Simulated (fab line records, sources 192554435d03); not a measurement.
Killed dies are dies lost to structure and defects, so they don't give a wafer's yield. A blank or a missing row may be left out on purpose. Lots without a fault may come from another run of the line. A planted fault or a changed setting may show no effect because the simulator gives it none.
Chamber matching | flow n5_finfet | N5_STI_FIN_REVEAL_STRIP_24 on rie_diel-05: 4 sister chambers
The step strips in N2/H2, time 90 s. 14 wafers are shown with their chamber, then 7 later ones without.

WAFERS WITH THEIR CHAMBER
wafer  | chamber | drypump_motor_current_A (A) | showerhead_plenum_p_Torr (Torr) | throttle_valve_pct (%)
L075.1 | 2       | 6.2                         | 3.51                            | 12.5
L075.3 | 1       | 5.5                         | 3.37                            | 12.5
L075.6 | 0       | 5.6                         | 3.57                            | 11.6
L079.1 | 3       | 5.6                         | 3.38                            | 12.3
L079.4 | 0       | 5.5                         | 3.56                            | 11.7
L079.6 | 1       | 5.5                         | 3.37                            | 12.5
L081.2 | 3       | 5.6                         | 3.38                            | 12.3
L081.3 | 1       | 5.5                         | 3.36                            | 12.5
L081.4 | 0       | 5.6                         | 3.56                            | 11.7
L088.1 | 0       | 5.6                         | 3.55                            | 11.7
L088.2 | 2       | 6.2                         | 3.50                            | 12.5
L088.6 | 2       | 6.2                         | 3.50                            | 12.5
L090.3 | 1       | 5.5                         | 3.35                            | 12.6
L090.4 | 1       | 5.5                         | 3.35                            | 12.6

SIGNATURES (means of the wafers above)
reading                  | chamber 0 | chamber 1 | chamber 2 | chamber 3 | scatter within a chamber
drypump_motor_current_A  | 5.575     | 5.500     | 6.200     | 5.600     | 0.0274
showerhead_plenum_p_Torr | 3.5600    | 3.3600    | 3.5033    | 3.3800    | 0.00816
throttle_valve_pct       | 11.675    | 12.540    | 12.500    | 12.300    | 0.0442
Rule: a wafer's distance from a chamber is the root of the sum, over the readings, of the square of ((its reading less the chamber's mean) divided by the reading's scatter). The wafer belongs to the nearest chamber; if the next one is less than 2 further off, it can't be placed. The scatter: the root of (the sum of the squares of (reading less its chamber's mean) over the shown wafers, divided by (wafers less chambers)).

WAFERS WITHOUT THEIR CHAMBER
wafer  | drypump_motor_current_A (A) | showerhead_plenum_p_Torr (Torr) | throttle_valve_pct (%)
L090.6 | 6.2                         | 3.50                            | 12.5
L093.1 | 5.6                         | 3.36                            | 12.3
L093.3 | 5.5                         | 3.55                            | 11.7
L093.4 | 5.5                         | 3.35                            | 12.6
L097.2 | 5.6                         | 3.36                            | 12.4
L097.3 | 6.2                         | 3.49                            | 12.6
L097.6 | 6.2                         | 3.49                            | 12.6

WHICH CHAMBER EACH WENT THROUGH
wafer  | from the rows above     | in truth
L090.6 | 2                       | 2
L093.1 | 3                       | 3
L093.3 | 0                       | 0
L093.4 | 1                       | 1
L097.2 | can't be placed: 3 or 1 | 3
L097.3 | 2                       | 2
L097.6 | 2                       | 2
Placed correctly: 6 of 7. Can't be placed from these rows: 1 (the true chamber is among the candidates in 1). Placed wrongly: 0.
